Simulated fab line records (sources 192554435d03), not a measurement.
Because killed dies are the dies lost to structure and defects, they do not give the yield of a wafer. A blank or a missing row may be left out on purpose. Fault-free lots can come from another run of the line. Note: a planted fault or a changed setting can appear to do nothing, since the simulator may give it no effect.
Split-lot study | flow n5 finfet | on a route of 1938 steps: 7 lots, 21 wafers read

## ABOUT THE SPLIT
At N5_ZERO_LAYER_ETCH_18 (etches Si in HBr/Cl2, target depth 120 nm, time 40 s), the setting icp w was moved away from the recipe's 800 W on 6 of the 21 wafers read, by -16.2% to +14.4%. For the rest of the wafers, this setting stayed at what the recipe calls for.

Reading taken at the split's own step.

## THE READING
etch.depth nm (the simulator's own value, which no gauge read), in nm, at N5_ZERO_LAYER_ETCH_18 (etches Si in HBr/Cl2, target depth 120 nm, time 40 s). The file gives no usual value for it. Here, 15 wafers ran the recipe; their average is 119.7 nm with a standard deviation of 1.5 nm.

wafer  | tool, chamber at the split | icp w as run, W | against the recipe | etch.depth nm, nm | against lot-mates on the recipe
L077.1 | rie si-02, 1               | 800             | recipe             | 121.5             | -
L077.3 | rie si-02, 2               | 800             | recipe             | 122.7             | -
L077.5 | rie si-02, 0               | 800             | recipe             | 117.2             | -
L078.1 | rie si-03, 3               | 670.4           | -16.2%             | 111.5             | -8.9
L078.2 | rie si-03, 1               | 670.4           | -16.2%             | 111.6             | -8.8
L078.6 | rie si-03, 1               | 800             | recipe             | 120.4             | -
L079.2 | rie si-03, 2               | 800             | recipe             | 120.5             | -
L079.3 | rie si-03, 0               | 800             | recipe             | 116.9             | -
L079.5 | rie si-03, 3               | 680.5           | -14.9%             | 110.1             | -8.6
L080.1 | rie si-03, 3               | 894.3           | +11.8%             | 126.6             | +6.8
L080.2 | rie si-03, 2               | 800             | recipe             | 120.5             | -
L080.6 | rie si-03, 3               | 800             | recipe             | 119.2             | -
L083.3 | rie si-01, 0               | 800             | recipe             | 118.2             | -
L083.4 | rie si-01, 2               | 800             | recipe             | 119               | -
L083.6 | rie si-01, 3               | 800             | recipe             | 119.6             | -
L084.2 | rie si-01, 3               | 915.2           | +14.4%             | 128.8             | +8.5
L084.5 | rie si-01, 2               | 800             | recipe             | 120.3             | -
L084.6 | rie si-01, 1               | 915.2           | +14.4%             | 129               | +8.7
L090.1 | rie si-03, 2               | 800             | recipe             | 120.9             | -
L090.5 | rie si-03, 3               | 800             | recipe             | 118.7             | -
L090.6 | rie si-03, 2               | 800             | recipe             | 120.1             | -

THE FIT
A straight line over all 21 wafers: etch.depth nm changes by +0.58 nm for each +1% of icp w; r = +0.96; the points scatter about the line by 1.4 nm.
The same after taking each lot's own level away (the mean of its wafers on the recipe; 21 wafers): +0.571 nm for each +1%; r = +0.97; scatter 1.2 nm.
The reading moves by 9.2 nm for the largest change in icp w, on that fit.
Across the lots, their own levels run from 118.70 to 120.47 nm, a range of 1.2 times the standard deviation given above.
Hence the lot-to-lot level has little effect on the slope; both slopes agree.
Check: -9.26 nm against its lot-mates is what the line predicts for one of the wafers moved furthest among these (-16.2%) when that wafer is left out of the fit. It came out at -8.9 nm against them.

## THE WHOLE CHAIN: every reading that the file lists as answering this split, in the file's order
step                  | what it does                                         | reading                                                                      | change (the file's fit)              | r (the file's)
N5_ZERO_LAYER_ETCH_18 | etches Si in HBr/Cl2, target depth 120 nm, time 40 s | ZERO_LAYER.feature depth nm (the simulator's own value, which no gauge read) | +0.57 nm for each +1% of the setting | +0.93
N5_ZERO_LAYER_ETCH_18 | etches Si in HBr/Cl2, target depth 120 nm, time 40 s | etch.depth nm (the simulator's own value, which no gauge read)               | +0.57 nm for each +1% of the setting | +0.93

## THE FILE'S OWN FIT
etch.depth nm changes by +0.57 nm for each +1% of icp w, r = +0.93.
